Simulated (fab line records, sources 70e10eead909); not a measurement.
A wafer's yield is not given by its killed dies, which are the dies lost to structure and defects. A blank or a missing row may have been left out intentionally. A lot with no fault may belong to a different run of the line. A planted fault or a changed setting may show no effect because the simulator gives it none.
Struck lot and sound lot, side by side + flow nandHarc + 15 steps out of a route of 1302
Sound: the wafers L307.1, L307.2, L307.4. Struck: wafers L318.2, L318.5, L318.6. The cause comes at the end.
Order at every step that has rows: each side's tool, ch and its chambers, its first start. Under that, the readings that differ: sound wafers + struck wafers + difference of the means + sigmas: that difference in standard deviations of wafers without a fault.
alike: readings whose means differ by less than 2 such deviations, and words and numbers that are the same on both sides. not compared: withheld readings, readings that some wafer has no value for, bounds like >300 that may hide the same value, and numbers for which the record gives no deviation and whose values overlap.
Wherever a step has rows on one side only, a row that says differs or no value, or a row with sigmas, the two part there. Numbers that have no deviation but don't overlap get no sigmas and don't part them. Lack of a reading on every wafer of one side parts them only where that side has two or more wafers.

first, 8 steps without rows for these wafers: NHARC_P_M2_HMDS_02 (time 30 s); NHARC_P_M2_COAT_34 (time 65 s); NHARC_P_M2_COAT_03 (resist thk 90 nm); NHARC_P_M2_SOFTBAKE_04 (time 55 s); NHARC_P_M2_EBR_05; NHARC_P_M2_EXPOSE_06 (exposes mask P M2, target cd 170 nm); NHARC_P_M2_PEB_07 (peb time 65 s); NHARC_P_M2_DEVELOP_08 (develop time 35 s).
NHARC_P_M2_CD_MEAS_09: target cd 170 nm.
  sound on cdSem-01 ch 0, day 9 20:29; struck on cdSem-01 ch 0, day 14 05:49
  alike: cdNm
NHARC_P_M2_OVL_MEAS_10: pitch 340 nm.
  sound on overlay-02, day 9 20:34; struck on overlay-01, day 14 05:55
| reading         | sound          | struck       | difference | sigmas |
|-----------------|----------------|--------------|------------|--------|
| overlayXNm (nm) | -1.6 -1.7 -1.1 | 0.1 0.0 -0.1 | +1.5       | +2     |
  alike: overlayYNm
NHARC_P_M2_INSPECT_11:
  sound on defectInspect-02, day 9 20:37; struck on defectInspect-02, day 14 05:56
  alike: rawDefectCount
NHARC_P_M2_DESCUM_14: chemistry O2, time 3 s.
  sound on rieDiel-10 ch 1,2,3, day 9 20:40; struck on rieDiel-01 ch 0,2,3, day 14 06:02
  alike: drypumpMotorCurrentA, oesProductAu, rfVppV, showerheadPlenumPTorr, throttleValvePct
  not compared: rfHoursCounterH
NHARC_P_M2_ETCH_35: etches the open film in N2/H2, target depth 40 nm, overetch 12 nm, time 43.94 s.
  sound on rieDiel-10 ch 0,1,3, day 9 20:46; struck on rieDiel-01 ch 2,3, day 14 06:05
| reading        | sound          | struck         | difference | sigmas |
|----------------|----------------|----------------|------------|--------|
| runLengthS (s) | 65.3 65.9 65.1 | 53.7 53.9 54.0 | -11.6      | -22    |
  alike: drypumpMotorCurrentA, oesProductAu, rfVppV, showerheadPlenumPTorr, throttleValvePct
  not compared: rfHoursCounterH
NHARC_P_M2_ETCH_15: etches the open film in C4F8/Ar, target depth 182.5 nm, time 91.2 s.
  sound on rieDiel-10 ch 0,1,3; struck on rieDiel-01 ch 0,1,2
  alike: oesProductAu, rfVppV, runLengthS
  not compared: rfHoursCounterH
NHARC_END_SORT_01:
  the record has rows for the sound wafers here (prober-01 ch 0, day 28 00:16) and none for the struck ones

## WHERE THEY PART
At NHARC_P_M2_OVL_MEAS_10 first; at NHARC_END_SORT_01 last (within this record only).

WHY: the cause the simulator had injected
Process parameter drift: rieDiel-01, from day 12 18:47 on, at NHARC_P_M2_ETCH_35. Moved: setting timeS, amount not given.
